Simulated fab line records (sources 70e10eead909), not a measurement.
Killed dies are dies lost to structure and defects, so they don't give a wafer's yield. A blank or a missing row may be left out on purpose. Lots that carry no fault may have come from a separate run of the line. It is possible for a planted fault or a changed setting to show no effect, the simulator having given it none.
fab line records | flow nandHarc | part 1 of 2: steps 1 to 34 of 47
[record] lots = 5 wafers = 15 lastDay = 32
route steps=1302 shown P_ZERO_WELL@28 P_STI@69
lots with no fault: from the same line, run without faults
startH: hours from the record's opening day to when the first of the lot's shown wafers began | waitH: hours from the lot's prior step to this one | " same as the row above | L1.1+2: several wafers, shown together as one row | - either no value or no given start | * or withheld: withheld | < > ~ a bound
route shown NAME@n: NAME is a module with steps in the file, n the number in the route of the first one | usual: mean and standard deviation over wafers with no fault | same: alike in all rows | chamber/n: place in a boat | sites: each site's reading | _std_site: standard deviation of those values | _edge_site: mean of outer sites minus mean of inner sites | radiusMm: how far each site lies from the wafer's centre | mask NAME#n: copy n | behind: tool/chamber where the wafer was last shaped | hold: what put the lot on hold/how long, in hours/how the hold closed | device: which transistor (n, p or np) failed to switch | end of line: at the end of the route, the tests of the same wafers | where a step has no rows: the recipe by itself | killed: dies lost to structure and defects at the first sort, not the wafer's yield | map: per-die view of a wafer (x killed, . not killed, _ where there is no die)
set.NAME: the setting as run; set.NAME@STEP: as run at that earlier step | model.NAME: the simulator's own value behind a step, which no gauge read
lots seen at some steps along the route; tables by step, rows by wafer
services: a tool's chamber out of use, with start hour (startH, from the record's first day; less than 0 if before it), hours out, and reason
[[steps]]
[step NHARC_P_ZERO_WELL_DEVELOP_23]
[recipe] timeS = 70
// columns lot.wafer tool chamber startH waitH
L074.2+3+5 lithoTrack-02 0 - -
L077.1+4+6 lithoTrack-07 0 - -
L079.3+5+6 lithoTrack-05 0 - -
L082.2+4+6 lithoTrack-05 0 - -
L096.2+5+6 lithoTrack-07 0 - -
[step NHARC_P_ZERO_WELL_CD_MEAS_24]
[recipe] targetCdNm = 720 landingEnergyEv = 500
[usual] cdNm = 720.0/2.1
// columns lot.wafer tool chamber startH waitH cdNm
L074.2 cdSem-02 0 22.52 - 717.4
L074.3 " 0 " " 720.9
L074.5 " 0 " " 723.4
L077.1 cdSem-01 0 52.33 - 718.8
L077.4 " 0 " " 717.4
L077.6 " 0 " " 718.4
L079.3 cdSem-02 0 72.52 - 718.4
L079.5 " 0 " " 720.7
L079.6 " 0 " " 719.2
L082.2 cdSem-01 0 102.58 - 719.2
L082.4 " 0 " " 719.7
L082.6 " 0 " " 717.8
L096.2 cdSem-02 0 242.62 - 718.1
L096.5 " 0 " " 714.5
L096.6 " 0 " " 717.9
[step NHARC_P_ZERO_WELL_HARDBAKE_25]
[recipe] tempC = 125 timeS = 80
// columns lot.wafer tool chamber startH waitH
L074.2+3+5 lithoTrack-05 0 22.60 -
L077.1+4+6 lithoTrack-05 0 52.41 -
L079.3+5+6 lithoTrack-07 0 72.60 -
L082.2+4+6 lithoTrack-02 0 102.66 -
L096.2+5+6 lithoTrack-02 0 242.70 -
[step NHARC_P_ZERO_WELL_DESCUM_26]
[recipe] timeS = 3 o2FlowSccm = 200 arFlowSccm = 0 biasPowerW = 0 chemistry = O2
[usual] drypumpMotorCurrentA = 5.7/0.38 oesProductAu = 1.003/0.013 rfVppV = 57.6/0.97 showerheadPlenumPTorr = 1.87/0.087 throttleValvePct = 11.310/0.0094
// columns lot.wafer tool chamber startH waitH drypumpMotorCurrentA oesProductAu rfHoursCounterH rfVppV showerheadPlenumPTorr throttleValvePct
L074.2 rieDiel-03 2 22.70 - 6.1 1.018 31 57.0 1.80 11.308
L074.3 " 3 " " 6.3 1.005 33 60.1 2.01 11.294
L074.5 " 0 " " 5.6 0.994 - 56.9 1.78 11.305
L077.4 rieDiel-03 0 52.51 - 5.6 0.997 42 57.1 1.77 11.328
L077.1 " 2 " " 6.1 1.015 41 56.9 1.80 11.308
L077.6 " 0 " " 5.6 1.000 - 58.2 1.77 11.303
L079.3 rieDiel-11 0 72.96 - 5.5 0.991 47 56.8 1.82 11.302
L079.5 " 0 " " 5.5 0.986 - 58.0 1.82 11.298
L079.6 " 1 " " 6.2 1.014 - 56.1 1.89 11.305
L082.4 rieDiel-04 0 102.75 - 5.5 0.998 38 57.1 1.79 11.325
L082.2 " 2 " " 5.4 1.000 35 58.3 1.93 11.310
L082.6 " 0 " " 5.5 1.015 - 56.1 1.79 11.317
L096.2 rieDiel-11 2 242.79 - 5.7 0.988 59 58.2 1.85 11.315
L096.6 " 1 " " 6.2 1.038 - 56.9 1.87 11.312
L096.5 " 2 " " 5.7 0.993 - 59.0 1.85 11.305
[step NHARC_P_ZERO_WELL_IMPLANT_27]
[recipe] energyKev = 600 doseCm2 = 1e+13 tiltDeg = 7
[usual] doseIonsCm2 = 1e+13/1.2e+10
// columns lot.wafer tool chamber startH waitH doseIonsCm2
L074.2 implanter-02 0 22.85 0.1 9.979e+12
L074.3 " 0 " " 1.0014e+13
L074.5 " 0 " " 9.983e+12
L077.1 implanter-01 0 52.64 0.1 1.0009e+13
L077.4 " 0 " " 1.0016e+13
L077.6 " 0 " " 1.0015e+13
L079.3 implanter-02 0 73.16 0.2 1.0013e+13
L079.5 " 0 " " 1.0018e+13
L079.6 " 0 " " 1.0016e+13
L082.2 implanter-01 0 102.91 0.1 1.0003e+13
L082.4 " 0 " " 9.999e+12
L082.6 " 0 " " 9.997e+12
L096.2 implanter-02 0 242.98 0.2 9.991e+12
L096.5 " 0 " " 9.993e+12
L096.6 " 0 " " 9.991e+12
[step NHARC_P_ZERO_WELL_IMPLANT_57]
[recipe] energyKev = 250 doseCm2 = 4e+12 tiltDeg = 7
[usual] doseIonsCm2 = 4e+12/4.4e+09
// columns lot.wafer tool chamber startH waitH doseIonsCm2
L074.2 implanter-02 0 23.03 0.1 3.997e+12
L074.3 " 0 " " 3.991e+12
L074.5 " 0 " " 4.004e+12
L077.1 implanter-01 0 52.82 0.1 4.003e+12
L077.4 " 0 " " 4.001e+12
L077.6 " 0 " " 4.002e+12
L079.3 implanter-02 0 73.34 0.2 4.007e+12
L079.5 " 0 " " 4.007e+12
L079.6 " 0 " " 4.009e+12
L082.2 implanter-01 0 103.10 0.2 3.993e+12
L082.4 " 0 " " 4.002e+12
L082.6 " 0 " " 4e+12
L096.2 implanter-02 0 243.16 0.1 4.005e+12
L096.5 " 0 " " 4.007e+12
L096.6 " 0 " " 4.003e+12
[step NHARC_P_ZERO_WELL_IMPLANT_58]
[recipe] energyKev = 100 doseCm2 = 2e+12 tiltDeg = 7
[usual] doseIonsCm2 = 1.9998e+12/2.2e+09
// columns lot.wafer tool chamber startH waitH doseIonsCm2
L074.2 implanter-02 0 23.21 0.2 2.0031e+12
L074.3 " 0 " " 1.9978e+12
L074.5 " 0 " " 1.9974e+12
L077.1 implanter-01 0 60.54 7.7 1.9967e+12
L077.4 " 0 " " 2e+12
L077.6 " 0 " " 2.0029e+12
L079.3 implanter-02 0 73.52 0.1 2.0029e+12
L079.5 " 0 " " 1.9993e+12
L079.6 " 0 " " 2.0023e+12
L082.2 implanter-01 0 103.27 0.1 1.9995e+12
L082.4 " 0 " " 1.9985e+12
L082.6 " 0 " " 2.0001e+12
L096.2 implanter-02 0 243.34 0.2 2.0004e+12
L096.5 " 0 " " 1.9984e+12
L096.6 " 0 " " 1.9997e+12
[step NHARC_P_ZERO_WELL_STRIP_28]
[recipe] timeS = 840 tempC = 130 chemistry = SPM
// columns lot.wafer tool chamber startH waitH
L074.5+3+2 wetBench-03 6,0,2 23.39 0.1
L077.1+4+6 wetBench-05 0,3,4 60.76 0.2
L079.3+6+5 wetBench-05 0,2,3 73.69 0.1
L082.2+6+4 wetBench-05 4,6,0 103.47 0.2
L096.2+5+6 wetBench-05 2,5,6 243.53 0.2
[step NHARC_P_ZERO_WELL_DEHYDRATE_29]
[recipe] tempC = 150 timeS = 120
// columns lot.wafer tool chamber startH waitH
L074.2+3+5 lithoTrack-07 0 23.77 -
L077.1+4+6 lithoTrack-05 0 61.09 -
L079.3+5+6 lithoTrack-05 0 74.01 -
L082.2+4+6 lithoTrack-05 0 103.79 -
L096.2+5+6 lithoTrack-02 0 243.85 -
[step NHARC_P_ZERO_WELL_HMDS_30]
[recipe] timeS = 30
// columns lot.wafer tool chamber startH waitH
L074.2+3+5 lithoTrack-07 0 - -
L077.1+4+6 lithoTrack-05 0 - -
L079.3+5+6 lithoTrack-05 0 - -
L082.2+4+6 lithoTrack-05 0 - -
L096.2+5+6 lithoTrack-02 0 - -
[step NHARC_P_ZERO_WELL_COAT_31]
[recipe] spinRpm = withheld
// columns lot.wafer tool chamber startH waitH
L074.2+3+5 lithoTrack-07 0 - -
L077.1+4+6 lithoTrack-05 0 - -
L079.3+5+6 lithoTrack-05 0 - -
L082.2+4+6 lithoTrack-05 0 - -
L096.2+5+6 lithoTrack-02 0 - -
[step NHARC_P_ZERO_WELL_SOFTBAKE_32]
[recipe] tempC = 122 timeS = 95
// columns lot.wafer tool chamber startH waitH
L074.2+3+5 lithoTrack-07 0 - -
L077.1+4+6 lithoTrack-05 0 - -
L079.3+5+6 lithoTrack-05 0 - -
L082.2+4+6 lithoTrack-05 0 - -
L096.2+5+6 lithoTrack-02 0 - -
[step NHARC_P_ZERO_WELL_EBR_33]
// columns lot.wafer tool chamber startH waitH
L074.2+3+5 lithoTrack-07 0 - -
L077.1+4+6 lithoTrack-05 0 - -
L079.3+5+6 lithoTrack-05 0 - -
L082.2+4+6 lithoTrack-05 0 - -
L096.2+5+6 lithoTrack-02 0 - -
[step NHARC_P_ZERO_WELL_EXPOSE_34]
[recipe] na = 0.6 targetCdNm = 720 doseMj = 22.31 maskId = P_PWELL
// columns lot.wafer tool chamber startH waitH mask
L074.2+3+5 krfScanner-04 0 24.05 - P_PWELL#0
L077.1+4+6 krfScanner-04 0 61.23 - P_PWELL#0
L079.3+5+6 krfScanner-01 0 74.16 - P_PWELL#0
L082.2+4+6 krfScanner-04 0 103.94 - P_PWELL#0
L096.2+5+6 krfScanner-01 0 244.13 - P_PWELL#0
[step NHARC_P_ZERO_WELL_PEB_35]
[recipe] pebTempC = 118 pebTimeS = 85
// columns lot.wafer tool chamber startH waitH
L074.2+3+5 lithoTrack-05 0 24.11 0.1
L077.1+4+6 lithoTrack-02 0 61.30 0.1
L079.3+5+6 lithoTrack-07 0 74.22 0.1
L082.2+4+6 lithoTrack-07 0 104.00 0.1
L096.2+5+6 lithoTrack-07 0 244.19 0.1
[step NHARC_P_ZERO_WELL_DEVELOP_36]
[recipe] timeS = 70
// columns lot.wafer tool chamber startH waitH
L074.2+3+5 lithoTrack-05 0 - -
L077.1+4+6 lithoTrack-02 0 - -
L079.3+5+6 lithoTrack-07 0 - -
L082.2+4+6 lithoTrack-07 0 - -
L096.2+5+6 lithoTrack-07 0 - -
[step NHARC_P_ZERO_WELL_CD_MEAS_37]
[recipe] targetCdNm = 720 landingEnergyEv = 500
[usual] cdNm = 718.8/2.5
// columns lot.wafer tool chamber startH waitH cdNm
L074.2 cdSem-02 0 24.20 - 722.5
L074.3 " 0 " " 721.1
L074.5 " 0 " " 720.9
L077.1 cdSem-01 0 61.39 - 718.6
L077.4 " 0 " " 724.6
L077.6 " 0 " " 722.9
L079.3 cdSem-03 0 74.31 - 712.4
L079.5 " 0 " " 716.7
L079.6 " 0 " " 718.2
L082.2 cdSem-02 0 104.09 - 718.9
L082.4 " 0 " " 719.8
L082.6 " 0 " " 718.8
L096.2 cdSem-02 0 244.28 - 720.2
L096.5 " 0 " " 715.3
L096.6 " 0 " " 719.6
[step NHARC_P_ZERO_WELL_HARDBAKE_38]
[recipe] tempC = 125 timeS = 80
// columns lot.wafer tool chamber startH waitH
L074.2+3+5 lithoTrack-07 0 24.28 -
L077.1+4+6 lithoTrack-07 0 61.47 -
L079.3+5+6 lithoTrack-02 0 74.39 -
L082.2+4+6 lithoTrack-05 0 104.17 -
L096.2+5+6 lithoTrack-02 0 244.36 -
[step NHARC_P_ZERO_WELL_DESCUM_39]
[recipe] timeS = 3 o2FlowSccm = 200 arFlowSccm = 0 biasPowerW = 0 chemistry = O2
[usual] drypumpMotorCurrentA = 5.6/0.37 oesProductAu = 1.004/0.011 rfVppV = 57.6/0.87 showerheadPlenumPTorr = 1.88/0.093 throttleValvePct = 11.310/0.0085
// columns lot.wafer tool chamber startH waitH drypumpMotorCurrentA oesProductAu rfHoursCounterH rfVppV showerheadPlenumPTorr throttleValvePct
L074.3 rieDiel-03 1 24.37 - 5.3 1.002 30 57.5 1.89 11.300
L074.2 " 3 " " 6.3 1.006 33 57.5 2.01 11.319
L074.5 " 1 " " 5.3 1.004 - 57.4 1.89 11.318
L077.1 rieDiel-04 1 61.56 - 6.0 1.010 19 57.5 1.78 11.310
L077.4 " 3 " " 5.2 1.002 20 57.2 1.82 11.320
L077.6 " 2 " " 5.4 1.004 - 57.3 1.94 11.316
L079.3 rieDiel-11 3 74.47 - 5.1 0.989 55 57.9 1.99 11.325
L079.6 " 3 " " 5.2 0.990 - 57.2 1.99 11.309
L079.5 " 0 " " 5.5 0.989 - 57.4 1.82 11.319
L082.4 rieDiel-04 0 104.25 - 5.5 1.021 38 56.8 1.79 11.311
L082.2 " 1 " " 6.0 0.998 35 56.0 1.77 11.312
L082.6 " 0 " " 5.5 1.016 - 56.9 1.79 11.296
L096.2 rieDiel-03 0 244.48 - 5.7 1.033 42 59.8 2.06 11.313
L096.5 " 1 " " 5.3 1.006 - 58.4 1.87 11.297
L096.6 " 2 " " 6.1 1.010 - 57.1 1.78 11.296
[step NHARC_P_ZERO_WELL_IMPLANT_40]
[recipe] energyKev = 300 doseCm2 = 1e+13 tiltDeg = 7
[usual] doseIonsCm2 = 1.0003e+13/1e+10
// columns lot.wafer tool chamber startH waitH doseIonsCm2
L074.2 implanter-02 0 24.53 0.1 1.0014e+13
L074.3 " 0 " " 1.0007e+13
L074.5 " 0 " " 9.996e+12
L077.1 implanter-02 0 61.70 0.1 9.991e+12
L077.4 " 0 " " 9.995e+12
L077.6 " 0 " " 1e+13
L079.3 implanter-01 0 74.67 0.2 1.0004e+13
L079.5 " 0 " " 1.0003e+13
L079.6 " 0 " " 1.0006e+13
L082.2 implanter-02 0 104.42 0.2 1.0011e+13
L082.4 " 0 " " 9.997e+12
L082.6 " 0 " " 9.994e+12
L096.2 implanter-01 0 244.62 0.1 1e+13
L096.5 " 0 " " 9.988e+12
L096.6 " 0 " " 1.0012e+13
[step NHARC_P_ZERO_WELL_IMPLANT_59]
[recipe] energyKev = 120 doseCm2 = 5e+12 tiltDeg = 7
[usual] doseIonsCm2 = 5e+12/5.1e+09
// columns lot.wafer tool chamber startH waitH doseIonsCm2
L074.2 implanter-02 0 24.71 0.1 5.002e+12
L074.3 " 0 " " 4.994e+12
L074.5 " 0 " " 4.998e+12
L077.1 implanter-02 0 61.89 0.2 5e+12
L077.4 " 0 " " 5.005e+12
L077.6 " 0 " " 5.003e+12
L079.3 implanter-01 0 74.86 0.2 5.01e+12
L079.5 " 0 " " 5.003e+12
L079.6 " 0 " " 5.01e+12
L082.2 implanter-02 0 104.60 0.1 5.004e+12
L082.4 " 0 " " 4.997e+12
L082.6 " 0 " " 4.997e+12
L096.2 implanter-01 0 244.80 0.2 5.011e+12
L096.5 " 0 " " 5.005e+12
L096.6 " 0 " " 4.999e+12
[step NHARC_P_ZERO_WELL_IMPLANT_60]
[recipe] energyKev = 30 doseCm2 = 2e+12 tiltDeg = 7
[usual] doseIonsCm2 = 2.0002e+12/1.9e+09
// columns lot.wafer tool chamber startH waitH doseIonsCm2
L074.2 implanter-02 0 24.89 0.1 1.9988e+12
L074.3 " 0 " " 1.9973e+12
L074.5 " 0 " " 1.9981e+12
L077.1 implanter-02 0 62.06 0.1 1.9984e+12
L077.4 " 0 " " 2.0002e+12
L077.6 " 0 " " 2.0012e+12
L079.3 implanter-01 0 75.04 0.2 2.0025e+12
L079.5 " 0 " " 1.9992e+12
L079.6 " 0 " " 1.9972e+12
L082.2 implanter-02 0 104.78 0.1 1.9956e+12
L082.4 " 0 " " 2.001e+12
L082.6 " 0 " " 1.9993e+12
L096.2 implanter-01 0 244.98 0.1 1.9992e+12
L096.5 " 0 " " 1.9987e+12
L096.6 " 0 " " 2.0008e+12
[step NHARC_P_ZERO_WELL_STRIP_41]
[recipe] timeS = 840 tempC = 130 chemistry = SPM
// columns lot.wafer tool chamber startH waitH
L074.2+3+5 wetBench-05 3,4,7 25.07 0.2
L077.6+1+4 wetBench-06 0,1,3 62.27 0.0
L079.5+3+6 wetBench-06 5,7,0 75.22 0.1
L082.2+6+4 wetBench-03 1,2,4 104.96 0.2
L096.5+6+2 wetBench-05 5,0,1 245.17 0.1
[step NHARC_P_ZERO_WELL_DEHYDRATE_44]
[recipe] tempC = 150 timeS = 120
// columns lot.wafer tool chamber startH waitH
L074.2+3+5 lithoTrack-05 0 25.41 -
L077.1+4+6 lithoTrack-07 0 62.61 -
L079.3+5+6 lithoTrack-02 0 75.55 -
L082.2+4+6 lithoTrack-07 0 105.30 -
L096.2+5+6 lithoTrack-07 0 245.49 -
[step NHARC_P_ZERO_WELL_HMDS_45]
[recipe] timeS = 30
// columns lot.wafer tool chamber startH waitH
L074.2+3+5 lithoTrack-05 0 - -
L077.1+4+6 lithoTrack-07 0 - -
L079.3+5+6 lithoTrack-02 0 - -
L082.2+4+6 lithoTrack-07 0 - -
L096.2+5+6 lithoTrack-07 0 - -
[step NHARC_P_ZERO_WELL_COAT_46]
[recipe] spinRpm = withheld
// columns lot.wafer tool chamber startH waitH
L074.2+3+5 lithoTrack-05 0 - -
L077.1+4+6 lithoTrack-07 0 - -
L079.3+5+6 lithoTrack-02 0 - -
L082.2+4+6 lithoTrack-07 0 - -
L096.2+5+6 lithoTrack-07 0 - -
[step NHARC_P_ZERO_WELL_SOFTBAKE_47]
[recipe] tempC = 122 timeS = 95
// columns lot.wafer tool chamber startH waitH
L074.2+3+5 lithoTrack-05 0 - -
L077.1+4+6 lithoTrack-07 0 - -
L079.3+5+6 lithoTrack-02 0 - -
L082.2+4+6 lithoTrack-07 0 - -
L096.2+5+6 lithoTrack-07 0 - -
[step NHARC_P_ZERO_WELL_EBR_48]
// columns lot.wafer tool chamber startH waitH
L074.2+3+5 lithoTrack-05 0 - -
L077.1+4+6 lithoTrack-07 0 - -
L079.3+5+6 lithoTrack-02 0 - -
L082.2+4+6 lithoTrack-07 0 - -
L096.2+5+6 lithoTrack-07 0 - -
[step NHARC_P_ZERO_WELL_EXPOSE_49]
[recipe] na = 0.6 targetCdNm = 2000 doseMj = 22.64 maskId = P_HVPW
// columns lot.wafer tool chamber startH waitH mask
L074.2+3+5 krfScanner-01 0 25.68 - P_HVPW#0
L077.1+4+6 krfScanner-04 0 62.75 - P_HVPW#0
L079.3+5+6 krfScanner-01 0 75.70 - P_HVPW#0
L082.2+4+6 krfScanner-03 0 105.45 - P_HVPW#0
L096.2+5+6 krfScanner-03 0 245.64 - P_HVPW#0
[step NHARC_P_ZERO_WELL_PEB_50]
[recipe] pebTempC = 118 pebTimeS = 85
// columns lot.wafer tool chamber startH waitH
L074.2+3+5 lithoTrack-07 0 25.74 0.1
L077.1+4+6 lithoTrack-07 0 62.82 0.1
L079.3+5+6 lithoTrack-05 0 75.76 0.0
L082.2+4+6 lithoTrack-05 0 105.51 0.1
L096.2+5+6 lithoTrack-02 0 245.70 0.1
[step NHARC_P_ZERO_WELL_DEVELOP_51]
[recipe] timeS = 70
// columns lot.wafer tool chamber startH waitH
L074.2+3+5 lithoTrack-07 0 - -
L077.1+4+6 lithoTrack-07 0 - -
L079.3+5+6 lithoTrack-05 0 - -
L082.2+4+6 lithoTrack-05 0 - -
L096.2+5+6 lithoTrack-02 0 - -
[step NHARC_P_ZERO_WELL_CD_MEAS_52]
[recipe] targetCdNm = 2000 landingEnergyEv = 500
[usual] cdNm = 1999.1/1.6
// columns lot.wafer tool chamber startH waitH cdNm
L074.2 cdSem-01 0 25.83 - 2000.0
L074.3 " 0 " " 1999.5
L074.5 " 0 " " 1999.9
L077.1 cdSem-03 0 62.92 - 1998.8
L077.4 " 0 " " 2000.2
L077.6 " 0 " " 1998.3
L079.3 cdSem-01 0 75.85 - 1995.2
L079.5 " 0 " " 1998.0
L079.6 " 0 " " 2000.5
L082.2 cdSem-03 0 105.60 - 1998.9
L082.4 " 0 " " 1997.5
L082.6 " 0 " " 1999.5
L096.2 cdSem-02 0 245.79 - 1999.6
L096.5 " 0 " " 1997.8
L096.6 " 0 " " 1997.9
[step NHARC_P_ZERO_WELL_HARDBAKE_53]
[recipe] tempC = 125 timeS = 80
// columns lot.wafer tool chamber startH waitH
L074.2+3+5 lithoTrack-05 0 25.91 -
L077.1+4+6 lithoTrack-07 0 63.00 -
L079.3+5+6 lithoTrack-02 0 75.93 -
L082.2+4+6 lithoTrack-02 0 105.68 -
L096.2+5+6 lithoTrack-07 0 245.87 -
[step NHARC_P_ZERO_WELL_DESCUM_54]
[recipe] timeS = 3 o2FlowSccm = 200 arFlowSccm = 0 biasPowerW = 0 chemistry = O2
[usual] drypumpMotorCurrentA = 5.7/0.39 oesProductAu = 1.004/0.013 rfVppV = 57.6/0.85 showerheadPlenumPTorr = 1.89/0.086 throttleValvePct = 11.313/0.0077
// columns lot.wafer tool chamber startH waitH drypumpMotorCurrentA oesProductAu rfHoursCounterH rfVppV showerheadPlenumPTorr throttleValvePct
L074.2 rieDiel-11 1 26.00 - 6.2 1.015 44 56.1 1.89 11.306
L074.3 " 2 " " 5.6 0.995 39 57.6 1.87 11.326
L074.5 " 1 " " 6.2 1.014 - 58.3 1.89 11.326
L077.1 rieDiel-11 3 63.08 - 5.1 0.998 51 58.8 1.99 11.315
L077.4 " 1 " " 6.2 1.022 54 56.5 1.89 11.317
L077.6 " 0 " " 5.5 1.000 - 58.1 1.82 11.314
L079.3 rieDiel-11 0 76.04 - 5.5 0.987 47 57.0 1.82 11.320
L079.6 " 1 " " 6.2 1.017 - 57.1 1.89 11.296
L079.5 " 2 " " 5.7 0.988 - 57.8 1.87 11.327
L082.2 rieDiel-11 1 105.91 - 6.2 1.039 6 58.5 1.88 11.319
L082.4 " 2 " " 5.6 0.989 8 57.8 1.87 11.301
L082.6 " 2 " " 5.7 0.988 - 57.5 1.87 11.305
L096.2 rieDiel-11 3 245.95 - 5.2 1.014 52 58.1 1.97 11.317
L096.5 " 1 " " 6.2 1.022 - 56.3 1.87 11.294
L096.6 " 2 " " 5.7 0.986 - 57.5 1.85 11.304
